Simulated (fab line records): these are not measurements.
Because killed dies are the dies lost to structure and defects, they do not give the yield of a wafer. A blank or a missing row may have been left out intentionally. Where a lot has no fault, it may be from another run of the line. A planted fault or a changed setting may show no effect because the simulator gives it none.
A lot that was struck, set against a sound lot :: flow n5Finfet :: 34 out of 1938 route steps
Sound: these wafers, L473.3, L473.5, L473.6. Wafers struck: L482.1, L482.2, L482.5. The cause is named last.
For every step that has rows: the tool of each side, followed by ch and its chambers, followed by its first start. Under that, the readings that differ: sound wafers :: struck wafers :: difference of the means :: sigmas: that difference in standard deviations of wafers without a fault.
alike: a reading whose means differ by less than 2 such deviations, as well as words and numbers matching on both sides. not compared: withheld readings; readings where some wafer has no value; bounds like >300 that might hide an equal value; numbers whose values overlap and for which the record gives no deviation.
Wherever a step has rows on one side only, a row that says differs or no value, or a row with sigmas, the two part there. When numbers do not overlap yet have no deviation, they are printed without sigmas and do not part them. Lack of a reading on every wafer of one side parts them only where that side has two or more wafers.

first, 10 steps without rows for these wafers: N5_BEOL_M9_HM_STRIP_39 (strips TiN in peroxide tin strip, target depth 25 nm, time 158 s); N5_BEOL_M9_SRD_40 (time 30 s); N5_BEOL_M9_PRECLEAN_42 (cleans in residue remover, time 60 s); N5_BEOL_M9_SRD_43 (time 30 s); N5_BEOL_M9_CURE_72 (cures SiCOH lowk, time 120 s); N5_BEOL_M9_DEGAS_44 (time 60 s); N5_BEOL_M9_PRE_CLEAN_45 (time 30 s); N5_BEOL_M9_ALD_74 (deposits TaN, target thk 2 nm, pulse time 2 s, purge time 3 s); N5_BEOL_M9_SURFACE_TREAT_79; N5_BEOL_M9_CVD_78 (deposits Co from CCTBA/H2, target thk 2 nm, time 138.9 s).
N5_BEOL_M9_SPUTTER_48: material Cu, target thk 12 nm, time 2 s.
  sound: pvdSputter-01 at day 11 20:53; struck: pvdSputter-03 at day 14 15:24
  alike: throttleValvePct
then, 22 steps without rows for these wafers: N5_BEOL_M9_ECD_50 (material Cu, target thk 318 nm); N5_BEOL_M9_ANNEAL_51 (time 90 s); N5_BEOL_M9_CMP_52 (polishes, stops on SiCOH lowk, t overpolish 7 s, target thk 140 nm); N5_BEOL_M9_PRE_CLEAN_55 (time 15 s); N5_BEOL_M9_DEP_56 (deposits SiCN from 3MS/NH3, target thk 15 nm, time 26.5 s); N5_BEOL_M10_ILD_DEP_00 (deposits SiCOH lowk from DEMS/porogen, target thk 308.51 nm, time 58 s); N5_BEOL_M10_CURE_71 (cures SiCOH lowk, time 240 s); N5_BEOL_M10_PECVD_70 (deposits SiO2 from TEOS/O2, target thk 20 nm, time 22.7 s); N5_BEOL_M10_HM_DEP_02 (deposits TiN, target thk 20 nm); N5_BEOL_M10_COAT_59 (time 60 s, resist thk 100 nm); N5_BEOL_M10_COAT_60 (time 60 s, resist thk 30 nm); N5_BEOL_M10_COAT_05 (resist thk 90 nm); N5_BEOL_M10_EBR_07; N5_BEOL_M10_SOFTBAKE_06 (time 60 s); N5_BEOL_M10_EXPOSE_08 (exposes mask M10); N5_BEOL_M10_PEB_09 (peb time 60 s); N5_BEOL_M10_DEVELOP_10 (develop time 30 s); N5_BEOL_M10_DESCUM_16 (chemistry O2, time 7.9 s); N5_BEOL_M10_ETCH_61 (etches SiARC in CF4, target depth 39 nm, time 65 s); N5_BEOL_M10_ETCH_62 (etches SOC in N2/H2, target depth 110 nm, overetch 22 nm, time 165 s); N5_BEOL_M10_STRIP_68 (strips in N2/H2); N5_BEOL_M10_STRIP_67 (strips in CF4).
-- a jump in the record: the struck wafers' starts before and after are 3 days apart (it breaks off in module BEOL_M10 and resumes in module PASSIVATION, where the first step shown is number 1936 of the route) --
N5_PASSIVATION_PROBE_49:
  sound: prober-01 at day 14 10:44; struck: prober-01 at day 17 08:07
reading: killed_at_M4_up
sound: 12 7 7
struck: 31 29 28
difference: +21
sigmas: +5
  alike: defectLimitedYield, killed_at_M0_to_M3, killedAtContacts, killedAtFrontEnd, killedAtOther, killedDies, killedOpen, killedShort, sort_bin_5_function, sort_bin_6_memory, sortNPass, sortYieldPct

## WHERE THEY PART
Only at N5_PASSIVATION_PROBE_49, within this record.

WHY: whatever the simulator had introduced
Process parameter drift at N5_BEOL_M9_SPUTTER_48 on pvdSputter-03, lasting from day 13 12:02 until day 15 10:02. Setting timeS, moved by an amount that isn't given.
